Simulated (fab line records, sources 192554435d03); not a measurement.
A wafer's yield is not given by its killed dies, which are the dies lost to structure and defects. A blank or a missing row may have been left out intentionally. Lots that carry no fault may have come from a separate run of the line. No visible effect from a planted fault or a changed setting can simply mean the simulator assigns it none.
Which of the tools did it?    flow n5_finfet    30 wafers from 10 lots sampled at 5 of the route's 1938 steps

## WHAT THE GAUGES SHOWED, per wafer
N5_BEOL_M4_THK_MEAS_01. Usual: for M4_ILD_THK the level is 78.9 nm and the standard deviation is 0.97.
lot   measured      on             M4_ILD_THK (nm)  flag
L889  day 8 04:10   film_metro-01  77.7 77.6 79.6   
L890  day 8 10:21   film_metro-01  79.4 80.0 79.3   
L894  day 8 23:52   film_metro-02  79.1 79.7 79.7   
L897  day 10 00:45  film_metro-02  78.9 80.0 81.4   
L898  day 10 03:48  film_metro-02  78.1 78.0 79.0   
L901  day 12 18:20  film_metro-02  76.8 77.1 79.2   
L909  day 13 01:33  film_metro-01  78.3 79.4 79.3   
L910  day 13 09:54  film_metro-02  79.4 79.2 79.9   

N5_BEOL_M4_RC_MEAS_101. Usual: DIBL_N 36.3 mV/V, standard deviation 1.7; DIBL_P 36.5 mV/V, standard deviation 2.1; IOFF_N 0.16 nA/um, standard deviation 0.03; IOFF_P 0.22 nA/um, standard deviation 0.035; ION_N 675 uA/um, standard deviation 11; ION_P 465 uA/um, standard deviation 7.1; SS_N 71.5 mV/dec, standard deviation 0.62; SS_P 73.3 mV/dec, standard deviation 0.64; VT_N 250 mV, standard deviation 3.1; VT_P -249.1 mV, standard deviation 3.
lot   measured      on         DIBL_N (mV/V)   DIBL_P (mV/V)   IOFF_N (nA/um)  IOFF_P (nA/um)  ION_N (uA/um)  ION_P (uA/um)  SS_N (mV/dec)   SS_P (mV/dec)   VT_N (mV)    VT_P (mV)             flag
L889  day 8 13:50   prober-02  36.3 39.2 34.9  36.0 38.8 33.5  0.15 0.22 0.13  0.21 0.24 0.16  670 679 668    464 462 455    71.2 71.9 70.1  72.9 73.5 72.4  251 245 251  -248.5 -249.6 -255.4  
L890  day 8 20:51   prober-02  37.0 36.8 38.2  37.1 36.1 38.9  0.16 0.14 0.19  0.24 0.21 0.27  688 666 689    479 465 476    71.4 71.5 71.7  73.4 73.0 73.9  249 253 247  -247.9 -248.5 -246.0  
L894  day 9 10:03   prober-02  35.2 37.0 37.0  31.7 34.8 34.8  0.13 0.16 0.15  0.17 0.20 0.20  671 685 662    459 467 460    71.0 71.5 71.9  72.1 72.7 72.6  253 249 251  -252.1 -252.0 -250.5  
L897  day 10 07:47  prober-01  35.4 35.8 35.8  36.4 37.6 35.5  0.16 0.18 0.15  0.21 0.23 0.19  660 679 666    460 467 454    71.6 70.7 71.8  73.4 73.8 73.0  248 245 247  -251.2 -249.6 -251.7  
L898  day 10 10:26  prober-02  36.7 33.5 35.0  35.8 32.1 34.4  0.16 0.10 0.13  0.22 0.16 0.19  686 656 678    469 457 463    71.6 70.9 71.0  73.4 72.8 73.4  250 256 251  -249.1 -253.1 -250.4  
L901  day 13 09:56  prober-01  33.6 38.5 33.4  33.2 38.7 33.4  0.13 0.22 0.12  0.18 0.27 0.18  654 687 657    452 469 458    71.5 72.2 71.7  73.0 73.7 73.0  251 245 253  -250.5 -247.3 -251.6  
L909  day 14 00:14  prober-02  36.3 38.9 38.1  37.6 40.8 39.7  0.16 0.22 0.20  0.22 0.28 0.26  682 684 709    468 473 484    71.6 72.1 71.6  73.7 74.7 74.1  251 246 245  -250.8 -246.8 -246.6  
L910  day 14 20:30  prober-02  36.4 34.0 36.9  38.1 35.8 38.7  0.16 0.13 0.19  0.23 0.20 0.24  671 686 691    467 475 480    71.5 70.5 71.2  73.8 73.1 73.9  252 253 245  -246.8 -248.7 -246.6  

## TOOL THAT RAN EACH LOT (tool first, then ch and the chambers of the sampled wafers, then the start)
lot   N5_BEOL_M3_SPUTTER_88         N5_BEOL_M3_CO_CAP_55              N5_BEOL_M3_DEP_57
L889  pvd_sputter-01, day 8 02:07   cvd_co-01 ch 0,2, day 8 03:52     pecvd-02 ch 1,2, day 8 03:58
L890  pvd_sputter-02, day 8 08:14   cvd_co-01 ch 0,1, day 8 10:02     pecvd-04 ch 1,2, day 8 10:09
L894  pvd_sputter-01, day 8 21:48   cvd_co-01 ch 0,2, day 8 23:32     pecvd-04 ch 0,1, day 8 23:40
L897  pvd_sputter-03, day 9 22:25   cvd_co-02 ch 0,1, day 10 00:26    pecvd-04 ch 0,1, day 10 00:33
L898  pvd_sputter-01, day 10 01:12  cvd_co-02 ch 0,2, day 10 03:29    pecvd-02 ch 1,2, day 10 03:37
L901  pvd_sputter-02, day 12 16:13  cvd_co-01 ch 0,1,2, day 12 18:00  pecvd-02 ch 0,1,2, day 12 18:07
L904  pvd_sputter-02, day 12 21:47  cvd_co-02 ch 0,2, day 12 23:32    pecvd-04 ch 0,1,2, day 12 23:38
L908  pvd_sputter-03, day 12 23:14  cvd_co-01 ch 0,1, day 13 01:04    pecvd-02 ch 0,1,2, day 13 01:11
L909  pvd_sputter-01, day 12 23:14  cvd_co-02 ch 0,1,2, day 13 01:11  pecvd-01 ch 1,2, day 13 01:19
L910  pvd_sputter-03, day 13 07:50  cvd_co-01 ch 0,1,2, day 13 09:37  pecvd-02 ch 0,1,2, day 13 09:43
- N5_BEOL_M3_SPUTTER_88: material Cu, target thk 4.5 nm, time 8.29 s.
- N5_BEOL_M3_CO_CAP_55: material Co, precursor CCTBA/H2, target thk 2 nm, time 102.1 s.
- N5_BEOL_M3_DEP_57: deposits SiCN from 3MS/NH3, target thk 8 nm, time 14 s.

## WHAT THE TOOLS THEMSELVES READ (means of the sampled wafers that have a number; where no wafer has one, the mark that the record gives instead)
N5_BEOL_M3_SPUTTER_88. Usual: chamber_pressure_pa 0.07001 Pa, standard deviation 0.00014; throttle_valve_pct 30.2 %, standard deviation 1.1.
lot   tool            chamber_pressure_pa (Pa)  throttle_valve_pct (%)  flag
L889  pvd_sputter-01  0.06991                   31.3                    
L890  pvd_sputter-02  0.07009                   29.0                    
L894  pvd_sputter-01  0.07006                   31.2                    
L897  pvd_sputter-03  0.07009                   30.4                    
L898  pvd_sputter-01  0.07009                   29.1                    
L901  pvd_sputter-02  0.06998                   29.8                    
L904  pvd_sputter-02  0.06993                   29.7                    
L908  pvd_sputter-03  0.06994                   29.9                    
L909  pvd_sputter-01  0.06993                   30.0                    
L910  pvd_sputter-03  0.07013                   30.3                    

N5_BEOL_M3_CO_CAP_55. Usual: 240 W for heater_power_w, sd 25.
lot   tool       heater_power_w (W)  flag
L889  cvd_co-01  246                 
L890  cvd_co-01  235                 
L894  cvd_co-01  231                 
L897  cvd_co-02  256                 
L898  cvd_co-02  221                 
L901  cvd_co-01  241                 
L904  cvd_co-02  225                 
L908  cvd_co-01  233                 
L909  cvd_co-02  239                 
L910  cvd_co-01  243                 

N5_BEOL_M3_DEP_57. Usual: chamber_pressure_Torr 3.000 Torr, standard deviation 0.006; rf_fwd_power_W 199.6 W, standard deviation 0.9; showerhead_plenum_p_Torr 3.661 Torr, standard deviation 0.01; showerhead_vpp_V 851 V, standard deviation 50; throttle_valve_pct 9.1 %, standard deviation 0.49.
lot   tool      chamber_pressure_Torr (Torr)  rf_fwd_power_W (W)  showerhead_plenum_p_Torr (Torr)  showerhead_vpp_V (V)  throttle_valve_pct (%)  flag
L889  pecvd-02  3.000                         199.2               3.658                            891                   8.7                     
L890  pecvd-04  3.004                         200.3               3.655                            790                   9.0                     
L894  pecvd-04  2.996                         200.4               3.662                            850                   9.5                     
L897  pecvd-04  3.008                         200.1               3.671                            849                   9.2                     
L898  pecvd-02  2.996                         199.2               3.650                            892                   8.8                     
L901  pecvd-02  3.001                         199.1               3.655                            865                   9.0                     
L904  pecvd-04  -                             -                   -                                -                     -                       OFF
L908  pecvd-02  -                             -                   -                                -                     -                       OFF
L909  pecvd-01  2.999                         199.3               3.667                            899                   8.8                     
L910  pecvd-02  3.006                         199.9               3.663                            870                   9.1                     

## THE ANSWER, worked out from the rows above alone
Rule: lot off if the mean of its wafers having a number is beyond 3 standard deviations from the usual mean. A lot without any number at a reading at which 4 lots or more have one is off too. The other lots that the step has rows for count as sound. Order of review: gauges by route order, followed by the tools' own readings, for which a lot's mean as printed above is used. At the first step where some lot is off, the reading lying furthest off is the one used; lots without a number count as furthest.
Off at N5_BEOL_M3_DEP_57 (chamber_pressure_Torr): L904, L908. Without a number there: L904, L908.
If a tool, at that step or one of the process steps before it, ran each lot that is off and ran no sound lot following the first of them, it fits. No candidate that was tried fits.

## WHAT THE SIMULATOR HAD INSERTED
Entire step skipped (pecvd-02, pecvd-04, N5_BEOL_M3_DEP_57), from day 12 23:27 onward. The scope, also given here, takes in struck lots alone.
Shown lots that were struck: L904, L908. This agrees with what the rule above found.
